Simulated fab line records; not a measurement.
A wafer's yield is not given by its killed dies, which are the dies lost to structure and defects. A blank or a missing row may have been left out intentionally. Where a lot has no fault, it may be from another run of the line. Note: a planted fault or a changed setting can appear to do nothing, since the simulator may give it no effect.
A single fault, viewed from 3 desks -- flow n5_finfet -- only its own numbers are on each desk; what lay behind them is given at the end

TOOL OWNER'S DESK, rie_diel-02
The tool's own readings at N5_BEOL_M8_ETCH_62 (etches SOC in N2/H2, target depth 110 nm, overetch 22 nm, time 165 s): means of the sampled wafers that have a number, for each lot that ran on this tool. A lot is out of limits, marked OUT, if its mean lies more than 4 standard deviations from the usual mean; the brackets give that distance.
Columns: A = bias_w at N5_BEOL_M8_ETCH_62, usual 150.0 W; B = drypump_motor_current_A at N5_BEOL_M8_ETCH_62, usual 5.8 A; C = oes_product_au at N5_BEOL_M8_ETCH_62, usual 0.67 a.u.; D = rf_vpp_V at N5_BEOL_M8_ETCH_62, usual 523.4 V; E = showerhead_plenum_p_Torr at N5_BEOL_M8_ETCH_62, usual 2.53 Torr; F = throttle_valve_pct at N5_BEOL_M8_ETCH_62, usual 17.90 %
lot,first seen here,A,B,C,D,E,F
L628,day 10 14:34,150.0,5.3,0.62,523.8,2.54,18.06
L629,day 10 15:37,150.1,5.3,0.63,524.1,2.54,18.06
L631,day 11 02:58,141.0 (-21) OUT,6.2,0.65,504.2 (-8.7) OUT,2.58,18.05
L632,day 11 03:17,141.0 (-21) OUT,5.8,0.62,504.5 (-8.6) OUT,2.60,18.10
This desk's verdict: out of limits on L631, L632, starting with L631 at day 11 02:58 (bias_w at N5_BEOL_M8_ETCH_62). L628, L629 stayed within limits.

AT THE METROLOGY DESK
What the gauges read, lot by lot, whatever tool the lot ran on: means of the sampled wafers that have a number. A lot is out of limits, marked OUT, if its mean lies more than 4 standard deviations from the usual mean; the brackets give that distance.
Columns: A = cd_nm at N5_BEOL_M8_CD_MEAS_11, usual 38.6 nm; B = M8_OVL at N5_BEOL_M8_OVL_MEAS_12, usual -0.2 nm
lot,first seen here,A,B
L628,day 10 14:21,39.1,0.6
L629,day 10 15:26,38.6,-1.6
L631,day 11 02:47,37.9,-0.5
L632,day 11 03:07,39.0,-0.5
L642,day 14 01:10,38.3,0.6
L646,day 15 00:49,38.9,-0.0
Result from this desk: across the 6 lots, nothing is out of limits.

THE DEFECT DESK
What the inspections along the route counted, lot by lot: means of the sampled wafers that have a number. A lot is out of limits, marked OUT, if its mean lies more than 4 standard deviations from the usual mean; the brackets give that distance.
Columns: A = raw_defect_count at N5_BEOL_M8_INSPECT_13, usual 420
lot,first seen here,A
L628,day 10 14:24,569
L629,day 10 15:29,412
L631,day 11 02:50,366
L632,day 11 03:10,467
L642,day 14 01:13,487
L646,day 15 00:52,509
Result from this desk: across the 6 lots, nothing is out of limits.

TAKEN TOGETHER
The tool owner's desk could have raised an alarm at day 11 02:58, on L631, L632.
Nothing out of limits was seen by the metrology desk.
The defect desk saw nothing out of limits.
The metrology desk holds a record of L631, L632, inside its limits.
The defect desk has L631, L632 on record, within its limits.
The lots listed all ran N5_BEOL_M8_ETCH_62 on rie_diel-02.

WHAT THE SIMULATOR HAD PUT IN
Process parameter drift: rie_diel-02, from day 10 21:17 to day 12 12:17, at N5_BEOL_M8_ETCH_62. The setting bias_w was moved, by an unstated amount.
Struck lots among those shown: L631, L632.
How many hours passed from the start of the fault until each desk's first out-of-limits reading: the tool owner's desk, 6.
